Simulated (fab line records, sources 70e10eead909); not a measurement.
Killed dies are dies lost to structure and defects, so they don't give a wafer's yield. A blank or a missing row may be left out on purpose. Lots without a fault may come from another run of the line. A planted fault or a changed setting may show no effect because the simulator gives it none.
A struck lot beside a sound one | flow nand_harc | 14 steps out of a route of 1159
Sound: wafers L658.2, L658.4, L658.6. Struck: wafers L651.1, L651.4, L651.5. The cause comes at the end.
At each step with rows: each side's tool, then ch and its chambers, then its first start. Under that, the readings that differ: sound wafers | struck wafers | difference of the means | sigmas: that difference in standard deviations of wafers without a fault.
alike: readings whose means differ by less than 2 such deviations, and words and numbers that are the same on both sides. not compared: withheld readings, readings that some wafer has no value for, bounds like >300 that may hide the same value, and numbers for which the record gives no deviation and whose values overlap.
The two part at a step that has a row with sigmas, a row that says differs or no value, or rows on one side only. Numbers that don't overlap but have no deviation are shown without sigmas and don't part them. A reading that every wafer of one side lacks parts them only if that side has two wafers or more.

NHARC_THIN_TSV_ETCH_15: target depth 3000 nm, bosch target overetch cycles 2, bosch etch step 2.8 s.
  sound on rie_si-01 ch 0,1,2, day 22 14:12; struck on rie_si-01 ch 0,2,3, day 21 07:25
  alike: drypump_motor_current_A
  not compared: rf_hours_counter_h
NHARC_THIN_TSV_CD_MEAS_16:
  sound on cd_sem-03, day 22 14:21; struck on cd_sem-03, day 21 07:33
  reading    | sound             | struck              | difference | sigmas
  cd_nm (nm) | 996.9 998.6 996.5 | 999.3 1001.9 1002.0 | +3.7       | +2
NHARC_THIN_TSV_STRIP_45: strips in O2.
  sound on plasma_asher-02 ch 0,1, day 22 14:28; struck on plasma_asher-02 ch 0,1, day 21 07:38
  alike: drypump_motor_current_A, heater_power_w
  not compared: rf_hours_counter_h
then, 2 steps without rows for these wafers: NHARC_THIN_TSV_STRIP_46 (strips in post etch residue remover, time 1200 s); NHARC_THIN_TSV_DEP_47 (deposits SiO2, target thk 200 nm).
NHARC_THIN_TSV_ETCHBACK_48: etches the open film in C4F8/Ar, target depth 1028.5 nm, time 405.17 s.
  sound on rie_diel-09 ch 1,2,3, day 22 15:42; struck on rie_diel-13 ch 1,3, day 21 08:50
  alike: oes_product_au, rf_vpp_V
  not compared: rf_hours_counter_h
then, 3 steps without rows for these wafers: NHARC_THIN_TSV_STRIP_62 (strips in N2/H2, time 20 s); NHARC_THIN_TSV_DEGAS_49 (time 120 s); NHARC_THIN_TSV_PRE_CLEAN_50 (time 30 s).
NHARC_THIN_TSV_PVD_19: deposits TaN, target thk 20 nm.
  sound on pvd_sputter-02; struck on pvd_sputter-01
  alike: chamber_pressure_pa, throttle_valve_pct
then, 2 steps without rows for these wafers: NHARC_THIN_TSV_PVD_51 (deposits Cu, target thk 100 nm); NHARC_THIN_TSV_ECD_20 (material Cu, target thk 2000 nm).
NHARC_THIN_TSV_ANNEAL_52: time 90 s.
  sound on rtp_anneal-02 ch 0, day 22 17:25; struck on rtp_anneal-02, day 21 10:34
  no value came back on the struck wafers for anneal_temp_c (C), anneal_temp_c_max, wafer_temp_C_max; on the sound wafers anneal_temp_c (C) reads 225.00 224.86 224.82
NHARC_THIN_TSV_CMP_21: polishes, t overpolish 30 s, target thk 2000 nm.
  sound on cmp-01 ch 1,2,3, day 22 17:44; struck on cmp-02 ch 1,2, day 21 10:55
  alike: motor_current_A, overpolish_run_s

WHERE THEY PART
First at NHARC_THIN_TSV_CD_MEAS_16; last, within this record, at NHARC_THIN_TSV_ANNEAL_52. Later steps at which nothing parts them and some readings are alike: NHARC_THIN_TSV_CMP_21.

WHY: what the simulator had put in
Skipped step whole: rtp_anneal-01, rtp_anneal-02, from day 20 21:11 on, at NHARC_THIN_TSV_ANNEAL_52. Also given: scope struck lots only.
